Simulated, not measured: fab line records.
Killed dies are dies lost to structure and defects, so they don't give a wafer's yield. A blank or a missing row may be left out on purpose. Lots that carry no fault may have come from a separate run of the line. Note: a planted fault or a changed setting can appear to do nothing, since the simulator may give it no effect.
fab line records -- flow n5Finfet -- part 1 of 2: steps 1 to 4 of 6
record: lots: 23, wafers: 69, lastDay: 17
route steps=1938 shown BEOL_M4@1088 BEOL_M5@1148
lots that met no fault: taken from a fault-free run of the same line
startH: start of the lot's first displayed wafer, in hours after the record's first day -- waitH: hours elapsed since this lot's preceding step -- " identical to the entry in the row above -- L1.1+2: one row covering several wafers at once -- - no value, or no start was given -- * or withheld: withheld -- < > ~ a bound
route shown NAME@n: a module of which the file shows steps, and the number in the route of the first -- usual: the fault-free wafers' mean and standard deviation -- same: alike in all rows -- chamber/n: place in a boat -- sites: per-site readings -- _std_site: standard deviation of those values -- _edge_site: mean of outer sites minus mean of inner sites -- radiusMm: for every site, how far away it sits from the centre of the wafer -- mask NAME#n: copy n -- behind: the tool/chamber that last shaped the wafer -- hold: why the lot was held/for how many hours/how that ended -- device: names the non-switching transistor (n, p or np) -- end of line: the tests these same wafers got at the end of their route -- a step given without rows: its recipe and nothing more -- killed: the dies lost at the first sort to structure and to defects; this is not the yield of the wafer -- map: shows each die of a wafer: x if killed, . if not, _ if none is there
set.NAME: the setting as run; set.NAME@STEP: as run at that earlier step -- model.NAME: the simulator's own value behind a step, which no gauge read
one table for each step of the route and one row for each wafer, over a sample of lots
services: the hour from which a tool's chamber was out of use, counted from the record's first day as startH (under 0 if before that day), plus the number of hours and why
== steps ==
step: N5_BEOL_M4_SPUTTER_81
recipe: material: Cu, targetThkA: 45, tempC: -20, chamberPressurePa: 0.07, powerW: withheld, timeS: 8.29
usual: throttleValvePct: 29.9/0.95
lot.wafer,tool,chamber,startH,waitH,throttleValvePct
L075.1,pvdSputter-03,-,171.53,0.1,28.9
L075.2,pvdSputter-03,-,171.53,0.1,30.3
L075.5,pvdSputter-03,-,171.53,0.1,29.9
L074.2,pvdSputter-01,-,171.78,0.1,30.9
L074.4,pvdSputter-01,-,171.78,0.1,29.9
L074.5,pvdSputter-01,-,171.78,0.1,31.2
L076.3,pvdSputter-03,-,173.75,0.1,30.4
L076.5,pvdSputter-03,-,173.75,0.1,30.5
L076.6,pvdSputter-03,-,173.75,0.1,29.8
L077.2,pvdSputter-01,-,189.04,0.1,31.6
L077.3,pvdSputter-01,-,189.04,0.1,29.2
L077.4,pvdSputter-01,-,189.04,0.1,29.8
L079.2,pvdSputter-03,-,192.48,0.1,28.7
L079.3,pvdSputter-03,-,192.48,0.1,30.0
L079.6,pvdSputter-03,-,192.48,0.1,30.6
L078.2,pvdSputter-01,-,192.64,0.1,29.9
L078.3,pvdSputter-01,-,192.64,0.1,31.0
L078.4,pvdSputter-01,-,192.64,0.1,29.5
L080.3,pvdSputter-03,-,201.04,0.1,29.9
L080.4,pvdSputter-03,-,201.04,0.1,28.5
L080.6,pvdSputter-03,-,201.04,0.1,28.7
L081.3,pvdSputter-02,-,211.27,0.1,27.8
L081.4,pvdSputter-02,-,211.27,0.1,30.9
L081.6,pvdSputter-02,-,211.27,0.1,29.3
L082.1,pvdSputter-03,-,211.60,0.1,29.6
L082.2,pvdSputter-03,-,211.60,0.1,29.9
L082.3,pvdSputter-03,-,211.60,0.1,29.8
L084.2,pvdSputter-03,-,218.77,0.1,28.5
L084.3,pvdSputter-03,-,218.77,0.1,30.2
L084.4,pvdSputter-03,-,218.77,0.1,30.1
L083.2,pvdSputter-01,-,219.33,0.1,29.3
L083.5,pvdSputter-01,-,219.33,0.1,31.8
L083.6,pvdSputter-01,-,219.33,0.1,30.9
L085.1,pvdSputter-03,-,237.35,0.1,30.0
L085.4,pvdSputter-03,-,237.35,0.1,28.5
L085.5,pvdSputter-03,-,237.35,0.1,30.3
L086.1,pvdSputter-01,-,242.38,0.1,29.9
L086.2,pvdSputter-01,-,242.38,0.1,29.5
L086.6,pvdSputter-01,-,242.38,0.1,29.5
L088.2,pvdSputter-01,-,249.83,0.1,30.0
L088.5,pvdSputter-01,-,249.83,0.1,30.9
L088.6,pvdSputter-01,-,249.83,0.1,29.9
L087.1,pvdSputter-03,-,249.92,0.1,29.7
L087.2,pvdSputter-03,-,249.92,0.1,29.9
L087.4,pvdSputter-03,-,249.92,0.1,28.8
L089.1,pvdSputter-02,-,261.23,0.1,29.5
L089.4,pvdSputter-02,-,261.23,0.1,31.2
L089.6,pvdSputter-02,-,261.23,0.1,29.6
L090.1,pvdSputter-02,-,273.51,0.1,30.9
L090.3,pvdSputter-02,-,273.51,0.1,29.8
L090.5,pvdSputter-02,-,273.51,0.1,31.0
L091.2,pvdSputter-02,-,276.69,0.1,29.7
L091.4,pvdSputter-02,-,276.69,0.1,27.9
L091.6,pvdSputter-02,-,276.69,0.1,29.4
L092.2,pvdSputter-03,-,281.97,0.1,29.6
L092.4,pvdSputter-03,-,281.97,0.1,30.2
L092.6,pvdSputter-03,-,281.97,0.1,29.8
L093.2,pvdSputter-02,-,282.09,0.1,29.9
L093.3,pvdSputter-02,-,282.09,0.1,27.8
L093.5,pvdSputter-02,-,282.09,0.1,29.5
L097.3,pvdSputter-02,-,304.17,0.1,29.5
L097.5,pvdSputter-02,-,304.17,0.1,29.4
L097.6,pvdSputter-02,-,304.17,0.1,27.7
L095.1,pvdSputter-01,-,304.28,0.1,29.3
L095.2,pvdSputter-01,-,304.28,0.1,30.9
L095.5,pvdSputter-01,-,304.28,0.1,31.5
L096.2,pvdSputter-01,-,308.53,0.1,29.2
L096.4,pvdSputter-01,-,308.53,0.1,31.1
L096.6,pvdSputter-01,-,308.53,0.1,29.8
step: N5_BEOL_M4_SPUTTER_86
recipe: material: Cu, targetThkA: 45, tempC: -20, chamberPressurePa: 0.07, powerW: withheld, timeS: 8.29
usual: throttleValvePct: 29.9/0.98
lot.wafer,tool,chamber,startH,waitH,throttleValvePct
L075.1,pvdSputter-03,-,171.75,0.1,28.8
L075.2,pvdSputter-03,-,171.75,0.1,30.1
L075.5,pvdSputter-03,-,171.75,0.1,30.1
L074.2,pvdSputter-01,-,172.00,0.1,30.9
L074.4,pvdSputter-01,-,172.00,0.1,29.8
L074.5,pvdSputter-01,-,172.00,0.1,31.0
L076.3,pvdSputter-03,-,173.97,0.1,30.4
L076.5,pvdSputter-03,-,173.97,0.1,30.0
L076.6,pvdSputter-03,-,173.97,0.1,29.9
L077.2,pvdSputter-01,-,189.26,0.1,31.6
L077.3,pvdSputter-01,-,189.26,0.1,29.2
L077.4,pvdSputter-01,-,189.26,0.1,29.8
L079.2,pvdSputter-03,-,192.70,0.1,28.9
L079.3,pvdSputter-03,-,192.70,0.1,30.1
L079.6,pvdSputter-03,-,192.70,0.1,29.8
L078.2,pvdSputter-01,-,192.86,0.1,30.0
L078.3,pvdSputter-01,-,192.86,0.1,30.8
L078.4,pvdSputter-01,-,192.86,0.1,29.2
L080.3,pvdSputter-03,-,201.26,0.1,30.1
L080.4,pvdSputter-03,-,201.26,0.1,28.4
L080.6,pvdSputter-03,-,201.26,0.1,28.8
L081.3,pvdSputter-02,-,211.49,0.1,27.7
L081.4,pvdSputter-02,-,211.49,0.1,31.0
L081.6,pvdSputter-02,-,211.49,0.1,29.5
L082.1,pvdSputter-03,-,211.82,0.1,29.4
L082.2,pvdSputter-03,-,211.82,0.1,30.2
L082.3,pvdSputter-03,-,211.82,0.1,30.1
L084.2,pvdSputter-03,-,218.99,0.1,28.5
L084.3,pvdSputter-03,-,218.99,0.1,30.2
L084.4,pvdSputter-03,-,218.99,0.1,29.9
L083.2,pvdSputter-01,-,219.55,0.1,29.2
L083.5,pvdSputter-01,-,219.55,0.1,32.0
L083.6,pvdSputter-01,-,219.55,0.1,31.1
L085.1,pvdSputter-03,-,237.57,0.1,29.6
L085.4,pvdSputter-03,-,237.57,0.1,28.9
L085.5,pvdSputter-03,-,237.57,0.1,30.0
L086.1,pvdSputter-01,-,242.60,0.1,29.9
L086.2,pvdSputter-01,-,242.60,0.1,29.1
L086.6,pvdSputter-01,-,242.60,0.1,29.2
L088.2,pvdSputter-01,-,250.05,0.1,29.9
L088.5,pvdSputter-01,-,250.05,0.1,30.9
L088.6,pvdSputter-01,-,250.05,0.1,30.0
L087.1,pvdSputter-03,-,250.14,0.1,29.7
L087.2,pvdSputter-03,-,250.14,0.1,30.0
L087.4,pvdSputter-03,-,250.14,0.1,28.7
L089.1,pvdSputter-02,-,261.45,0.1,29.3
L089.4,pvdSputter-02,-,261.45,0.1,31.1
L089.6,pvdSputter-02,-,261.45,0.1,29.6
L090.1,pvdSputter-02,-,273.73,0.1,30.9
L090.3,pvdSputter-02,-,273.73,0.1,29.7
L090.5,pvdSputter-02,-,273.73,0.1,30.9
L091.2,pvdSputter-02,-,276.91,0.1,29.6
L091.4,pvdSputter-02,-,276.91,0.1,28.1
L091.6,pvdSputter-02,-,276.91,0.1,29.5
L092.2,pvdSputter-03,-,282.19,0.1,29.8
L092.4,pvdSputter-03,-,282.19,0.1,29.9
L092.6,pvdSputter-03,-,282.19,0.1,29.6
L093.2,pvdSputter-02,-,282.31,0.1,29.6
L093.3,pvdSputter-02,-,282.31,0.1,27.6
L093.5,pvdSputter-02,-,282.31,0.1,29.5
L097.3,pvdSputter-02,-,304.39,0.1,29.7
L097.5,pvdSputter-02,-,304.39,0.1,29.6
L097.6,pvdSputter-02,-,304.39,0.1,28.0
L095.1,pvdSputter-01,-,304.50,0.1,29.0
L095.2,pvdSputter-01,-,304.50,0.1,30.9
L095.5,pvdSputter-01,-,304.50,0.1,31.7
L096.2,pvdSputter-01,-,308.75,0.1,29.2
L096.4,pvdSputter-01,-,308.75,0.1,31.0
L096.6,pvdSputter-01,-,308.75,0.1,29.9
step: N5_BEOL_M5_CD_MEAS_28
recipe: targetCdNm: 30.6, landingEnergyEv: 500, detector: seInlens, targetCdYNm: 20, polarity: opening
usual: cdNm: 30.65/0.26
lot.wafer,tool,chamber,startH,waitH,cdNm
L074.2,cdSem-02,0,178.87,-,30.56
L074.4,cdSem-02,0,178.87,-,30.78
L074.5,cdSem-02,0,178.87,-,30.81
L075.1,cdSem-02,0,179.05,-,30.39
L075.2,cdSem-02,0,179.05,-,30.84
L075.5,cdSem-02,0,179.05,-,30.97
L076.3,cdSem-01,0,179.86,-,30.42
L076.5,cdSem-01,0,179.86,-,30.73
L076.6,cdSem-01,0,179.86,-,30.68
L077.2,cdSem-02,0,195.61,-,31.18
L077.3,cdSem-02,0,195.61,-,30.81
L077.4,cdSem-02,0,195.61,-,30.60
L079.2,cdSem-01,0,198.69,-,30.38
L079.3,cdSem-01,0,198.69,-,30.78
L079.6,cdSem-01,0,198.69,-,30.34
L078.2,cdSem-02,0,201.74,-,30.28
L078.3,cdSem-02,0,201.74,-,30.62
L078.4,cdSem-02,0,201.74,-,30.63
L080.3,cdSem-01,0,212.18,-,29.87
L080.4,cdSem-01,0,212.18,-,30.18
L080.6,cdSem-01,0,212.18,-,30.23
L082.1,cdSem-01,0,220.16,-,30.85
L082.2,cdSem-01,0,220.16,-,30.32
L082.3,cdSem-01,0,220.16,-,30.86
L081.3,cdSem-02,0,220.21,-,31.15
L081.4,cdSem-02,0,220.21,-,30.53
L081.6,cdSem-02,0,220.21,-,30.62
L084.2,cdSem-03,0,225.05,-,30.45
L084.3,cdSem-03,0,225.05,-,30.81
L084.4,cdSem-03,0,225.05,-,30.62
L083.2,cdSem-02,0,226.54,-,30.53
L083.5,cdSem-02,0,226.54,-,30.37
L083.6,cdSem-02,0,226.54,-,30.31
L085.1,cdSem-02,0,242.88,-,30.42
L085.4,cdSem-02,0,242.88,-,30.38
L085.5,cdSem-02,0,242.88,-,30.73
L086.1,cdSem-02,0,250.88,-,30.73
L086.2,cdSem-02,0,250.88,-,30.60
L086.6,cdSem-02,0,250.88,-,30.99
L087.1,cdSem-02,0,258.17,-,30.33
L087.2,cdSem-02,0,258.17,-,30.16
L087.4,cdSem-02,0,258.17,-,30.64
L088.2,cdSem-03,0,258.48,-,30.18
L088.5,cdSem-03,0,258.48,-,30.23
L088.6,cdSem-03,0,258.48,-,30.37
L089.1,cdSem-01,0,267.31,-,30.77
L089.4,cdSem-01,0,267.31,-,30.49
L089.6,cdSem-01,0,267.31,-,30.76
L090.1,cdSem-01,0,280.89,-,31.01
L090.3,cdSem-01,0,280.89,-,30.34
L090.5,cdSem-01,0,280.89,-,30.86
L091.2,cdSem-01,0,283.19,-,30.83
L091.4,cdSem-01,0,283.19,-,31.15
L091.6,cdSem-01,0,283.19,-,30.37
L093.2,cdSem-02,0,290.72,-,30.53
L093.3,cdSem-02,0,290.72,-,30.74
L093.5,cdSem-02,0,290.72,-,30.64
L092.2,cdSem-02,0,290.81,-,31.13
L092.4,cdSem-02,0,290.81,-,30.77
L092.6,cdSem-02,0,290.81,-,30.64
L097.3,cdSem-03,0,311.72,-,30.64
L097.5,cdSem-03,0,311.72,-,30.88
L097.6,cdSem-03,0,311.72,-,30.67
L095.1,cdSem-03,0,311.77,-,30.36
L095.2,cdSem-03,0,311.77,-,30.38
L095.5,cdSem-03,0,311.77,-,30.57
L096.2,cdSem-01,0,314.51,-,30.35
L096.4,cdSem-01,0,314.51,-,30.61
L096.6,cdSem-01,0,314.51,-,30.68
step: N5_BEOL_M5_ETCH_75
recipe: chemistry: N2/H2, target: underlayer, targetDepthA: 65, maskMaterial: CAR-EUV, timeS: 5.2, ionEnergyEv: 200, pressureMtorr: 30, sourceW: 840, biasW: 150, n2FlowSccm: 200, h2FlowSccm: 200, ends: cleared
usual: chamberPressureMTorr: 30.00/0.039, drypumpMotorCurrentA: 5.9/0.48, etchRfOnTimeS: 5.29/0.17, oesProductAu: 0.68/0.082, rfVppV: 523.7/2.3, showerheadPlenumPTorr: 2.53/0.072, throttleValvePct: 17.73/0.29
lot.wafer,tool,chamber,startH,waitH,chamberPressureMTorr,drypumpMotorCurrentA,etchRfOnTimeS,oesProductAu,rfHoursCounterH,rfVppV,showerheadPlenumPTorr,throttleValvePct
L074.2,rieDiel-02,0,179.03,0.0,30.02,6.3,5.33,0.58,211,528.1,2.60,17.47
L074.4,rieDiel-02,3,179.03,0.0,30.02,5.3,5.14,0.72,-,524.0,2.48,17.54
L074.5,rieDiel-02,0,179.03,0.0,29.97,6.3,5.33,0.58,-,526.7,2.60,17.47
L075.1,rieDiel-03,0,179.22,0.0,29.92,6.2,5.14,0.85,2,523.0,2.51,17.44
L075.2,rieDiel-03,1,179.22,0.0,30.03,5.7,5.15,0.65,175,520.9,2.39,17.86
L075.5,rieDiel-03,1,179.22,0.0,30.04,5.7,5.17,0.64,-,521.3,2.39,17.85
L076.3,rieDiel-02,0,180.17,0.0,30.07,6.3,5.31,0.59,212,524.4,2.60,17.50
L076.5,rieDiel-02,1,180.17,0.0,29.98,6.6,5.28,0.69,-,523.7,2.56,17.58
L076.6,rieDiel-02,0,180.17,0.0,30.00,6.3,5.35,0.57,-,525.6,2.60,17.49
L077.2,rieDiel-06,0,195.78,0.0,29.98,6.0,5.02,0.71,84,527.1,2.58,18.02
L077.3,rieDiel-06,3,195.78,0.0,30.01,5.4,5.25,0.73,40,529.1,2.69,17.43
L077.4,rieDiel-06,2,195.78,0.0,29.97,5.4,5.53,0.61,167,524.5,2.55,18.28
L079.2,rieDiel-06,2,198.85,0.0,30.04,5.4,5.60,0.62,168,523.4,2.55,18.29
L079.3,rieDiel-06,3,198.85,0.0,30.03,5.4,5.21,0.74,41,529.3,2.69,17.43
L079.6,rieDiel-06,1,198.85,0.0,30.01,5.5,4.96,0.80,-,523.0,2.51,17.73
L078.2,rieDiel-03,0,202.25,0.0,30.03,6.2,5.22,0.81,9,523.9,2.50,17.48
L078.3,rieDiel-03,1,202.25,0.0,30.09,5.7,5.19,0.63,182,521.2,2.39,17.83
L078.4,rieDiel-03,3,202.25,0.0,30.07,5.7,5.65,0.56,224,525.6,2.62,18.09
L080.3,rieDiel-06,1,212.35,0.0,30.06,5.5,4.90,0.80,19,522.6,2.50,17.73
L080.4,rieDiel-06,3,212.35,0.0,29.94,5.4,5.27,0.74,45,527.3,2.69,17.44
L080.6,rieDiel-06,3,212.35,0.0,30.07,5.4,5.29,0.74,-,528.1,2.69,17.43
L082.1,rieDiel-02,2,220.67,0.0,29.93,6.1,5.21,0.80,7,521.6,2.53,18.12
L082.2,rieDiel-02,1,220.67,0.0,29.98,6.6,5.31,0.67,104,522.3,2.56,17.60
L082.3,rieDiel-02,0,220.67,0.0,29.99,6.3,5.37,0.58,224,523.0,2.59,17.50
L081.3,rieDiel-03,0,221.05,0.0,29.96,6.2,5.19,0.79,15,523.2,2.50,17.49
L081.4,rieDiel-03,2,221.05,0.0,30.01,6.6,5.35,0.77,24,526.5,2.57,17.35
L081.6,rieDiel-03,0,221.05,0.0,29.98,6.2,5.20,0.82,-,523.0,2.50,17.49
L084.2,rieDiel-02,0,225.21,0.0,30.04,6.3,5.37,0.57,226,526.9,2.59,17.51
L084.3,rieDiel-02,3,225.21,0.0,30.07,5.2,5.24,0.71,66,522.0,2.47,17.55
L084.4,rieDiel-02,2,225.21,0.0,30.03,6.1,5.23,0.81,9,520.7,2.53,18.12
L083.2,rieDiel-03,0,226.70,0.0,29.98,6.2,5.16,0.80,17,524.2,2.50,17.48
L083.5,rieDiel-03,2,226.70,0.0,29.97,6.6,5.28,0.77,-,525.2,2.57,17.34
L083.6,rieDiel-03,1,226.70,0.0,29.98,5.7,5.16,0.63,-,517.7,2.39,17.90
L085.1,rieDiel-03,2,243.06,0.0,30.02,6.6,5.36,0.75,30,525.0,2.57,17.34
L085.4,rieDiel-03,0,243.06,0.0,29.97,6.2,5.20,0.78,21,522.7,2.50,17.50
L085.5,rieDiel-03,3,243.06,0.0,30.02,5.7,5.55,0.56,-,527.2,2.61,18.11
L086.1,rieDiel-02,0,251.16,0.0,30.00,6.3,5.35,0.58,233,526.8,2.59,17.52
L086.2,rieDiel-02,3,251.16,0.0,30.06,5.3,5.25,0.70,74,521.9,2.47,17.58
L086.6,rieDiel-02,1,251.16,0.0,29.98,6.6,5.35,0.67,-,526.1,2.56,17.62
L087.1,rieDiel-06,1,258.34,0.0,29.97,5.5,4.97,0.78,32,522.9,2.50,17.75
L087.2,rieDiel-06,3,258.34,0.0,30.01,5.4,5.36,0.71,58,527.8,2.68,17.45
L087.4,rieDiel-06,2,258.34,0.0,30.03,5.4,5.70,0.61,185,523.0,2.54,18.29
L088.2,rieDiel-03,3,259.24,0.0,29.99,5.7,5.56,0.57,240,526.7,2.61,18.15
L088.5,rieDiel-03,2,259.24,0.0,29.94,6.6,5.31,0.75,-,525.2,2.57,17.35
L088.6,rieDiel-03,1,259.24,0.0,30.03,5.7,5.19,0.62,-,520.3,2.38,17.90
L089.1,rieDiel-02,0,267.46,0.0,29.97,6.3,5.35,0.56,238,528.1,2.59,17.52
L089.4,rieDiel-02,1,267.46,0.0,30.02,6.6,5.34,0.66,117,523.6,2.55,17.65
L089.6,rieDiel-02,0,267.46,0.0,30.03,6.3,5.33,0.57,-,526.3,2.59,17.55
L090.1,rieDiel-02,2,281.04,0.0,30.00,6.1,5.36,0.76,25,522.8,2.52,18.16
L090.3,rieDiel-02,3,281.04,0.0,30.00,5.3,5.36,0.68,83,522.3,2.46,17.59
L090.5,rieDiel-02,2,281.04,0.0,30.03,6.1,5.34,0.76,-,521.6,2.52,18.18
L091.2,rieDiel-02,0,283.70,0.0,30.01,6.3,5.40,0.56,242,523.9,2.58,17.55
L091.4,rieDiel-02,3,283.70,0.0,30.00,5.3,5.24,0.69,84,520.8,2.46,17.59
L091.6,rieDiel-02,1,283.70,0.0,30.03,6.6,5.36,0.66,-,523.1,2.55,17.62
L093.2,rieDiel-02,3,290.88,0.0,30.00,5.2,5.26,0.68,86,519.5,2.46,17.61
L093.3,rieDiel-02,2,290.88,0.0,29.99,6.1,5.33,0.76,30,522.8,2.52,18.16
L093.5,rieDiel-02,3,290.88,0.0,29.96,5.2,5.19,0.69,-,520.6,2.46,17.62
L092.2,rieDiel-03,2,290.96,0.0,30.00,6.6,5.44,0.72,46,524.6,2.56,17.37
L092.4,rieDiel-03,3,290.96,0.0,29.96,5.7,5.67,0.54,-,525.5,2.61,18.15
L092.6,rieDiel-03,2,290.96,0.0,30.02,6.6,5.45,0.72,-,524.1,2.56,17.40
L097.3,rieDiel-06,2,311.88,0.0,30.00,5.4,5.70,0.59,202,522.5,2.53,18.33
L097.5,rieDiel-06,2,311.88,0.0,29.93,5.4,5.68,0.59,-,525.1,2.53,18.32
L097.6,rieDiel-06,3,311.88,0.0,29.95,5.4,5.28,0.70,-,527.8,2.67,17.52
L095.1,rieDiel-03,2,311.93,0.0,29.93,6.6,5.44,0.73,53,526.2,2.56,17.42
L095.2,rieDiel-03,3,311.93,0.0,30.05,5.7,5.40,0.81,0,527.8,2.61,17.69
L095.5,rieDiel-03,3,311.93,0.0,30.01,5.8,5.32,0.82,-,524.6,2.61,17.72
L096.2,rieDiel-02,2,314.66,0.0,30.07,6.1,5.35,0.74,37,523.5,2.52,18.17
L096.4,rieDiel-02,2,314.66,0.0,30.02,6.1,5.31,0.74,-,520.6,2.52,18.15
L096.6,rieDiel-02,3,314.66,0.0,29.99,5.3,5.28,0.67,-,521.0,2.46,17.59
